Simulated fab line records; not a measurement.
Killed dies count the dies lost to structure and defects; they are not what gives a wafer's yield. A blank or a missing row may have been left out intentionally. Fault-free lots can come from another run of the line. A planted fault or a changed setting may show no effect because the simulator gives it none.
A lot that was struck, set against a sound lot :: flow n5 finfet :: 15 steps out of a route of 1938
Sound: the wafers L417.3, L417.4, L417.5. Wafers struck: L424.3, L424.4, L424.5. At the end, the cause is stated.
Per side, at each step with rows, come the tool, then ch with its chambers, and then its first start. Under that, the readings that differ: sound wafers :: struck wafers :: difference of the means :: sigmas: that difference in standard deviations of wafers without a fault.
alike: words and numbers the same on both sides, and readings whose means are apart by under 2 such deviations; not compared: readings that were withheld, readings missing a value for some wafer, numbers with overlapping values and no deviation given by the record, and bounds like >300 which may hide the same value.
A row with sigmas, a row that says differs or no value, or rows on one side alone: a step with any of these is where the two part. Non-overlapping numbers with no deviation appear without sigmas and do not part them. A reading missing from all wafers of one side parts the sides only when that side holds two or more wafers.

first, 2 steps without rows for these wafers: N5_HKMG_FIN_STRIP_92 (strips SOC in N2/H2, time 20 s); N5_HKMG_FIN_WET_ETCH_18 (etches TiN in SC1, time 55 s, target depth 5.2 nm, rinse time 30 s).
N5_HKMG_FIN_STRIP_19: strips in N2/H2, time 360 s.
  sound on plasma asher-02 ch 0,1, day 6 00:59; struck on plasma asher-02 ch 0,1, day 7 13:29
  alike: drypump motor current A, heater power w, n2 flow sccm
  not compared: rf hours counter h
N5_HKMG_FIN_ALD_91: deposits TiN, target thk 1 nm, pulse time 1 s, purge time 3 s.
  sound on ald metal-04 ch 0,1,2, day 6 01:15; struck on ald metal-01 ch 1,2,3, day 7 13:45
  alike: heater power w, precursor pulse height rel
then, 2 steps without rows for these wafers: N5_HKMG_FIN_COAT_85 (time 60 s, resist thk 300 nm); N5_HKMG_FIN_ETCH_86 (etches SOC in N2/H2, stops on TiN, target depth 393.2 nm).
N5_HKMG_FIN_STRIP_89: strips SOC in N2/H2, time 20 s.
  sound on rie diel-05 ch 0,3, day 6 01:43; struck on rie diel-04 ch 1,2, day 7 14:21
  alike: chamber pressure mTorr, drypump motor current A, n2 flow sccm, oes product au, rf vpp V, showerhead plenum p Torr, throttle valve pct
  not compared: rf hours counter h
then, 2 steps without rows for these wafers: N5_HKMG_FIN_WET_ETCH_87 (etches TiN in SC1, time 154.2 s, target depth 4.7 nm, rinse time 30 s); N5_HKMG_FIN_STRIP_88 (strips in N2/H2, time 360 s).
N5_HKMG_FIN_NWFM_ALD_20: deposits TiAlC, target thk 2 nm, pulse time 3 s, purge time 2 s.
  sound on ald metal-02 ch 1,2,3, day 6 02:17; struck on ald metal-01 ch 0,1,3, day 7 14:55
  alike: heater power w, precursor pulse height rel
N5_HKMG_FIN_ALD_71: deposits TiN, target thk 1 nm, pulse time 1 s, purge time 3 s.
  sound on ald metal-02 ch 1,2,3, day 6 02:23; struck on ald metal-01 ch 0,1,3, day 7 15:01
  alike: heater power w, precursor pulse height rel
then, 1 step without rows for these wafers: N5_HKMG_FIN_COAT_66 (time 60 s, resist thk 300 nm).
N5_HKMG_FIN_ETCH_67: etches SOC in N2/H2, stops on TiN, target depth 388.9 nm.
  sound on rie diel-05 ch 0,2,3, day 6 02:43; struck on rie diel-04 ch 0,1, day 7 15:22
  no value came back on the struck wafers for any of 8 readings (bias w (W), chamber pressure mTorr (mTorr) and others); on the sound wafers bias w (W) reads 61.40 60.97 61.14
reading: model.SOC_of_HKMG_FIN_COAT_66.thk nm (nm)
sound: 21 27.8 24.2
struck: 298.2 299 299.4
difference: +274.5
sigmas: 
  alike: model.TiN_of_HKMG_FIN_ALD_71.thk nm
  not compared: rf hours counter h
then, 1 step without rows for these wafers: N5_HKMG_FIN_STRIP_90 (strips SOC in N2/H2, time 20 s).
N5_BEOL_M4_RC_MEAS_101:
  the record has rows for the sound wafers here (prober-01 ch 0, day 11 01:19) and none for the struck ones

WHERE THEY PART
Last at N5_BEOL_M4_RC_MEAS_101 as far as this record goes, first at N5_HKMG_FIN_ETCH_67.

WHY: whatever the simulator had introduced
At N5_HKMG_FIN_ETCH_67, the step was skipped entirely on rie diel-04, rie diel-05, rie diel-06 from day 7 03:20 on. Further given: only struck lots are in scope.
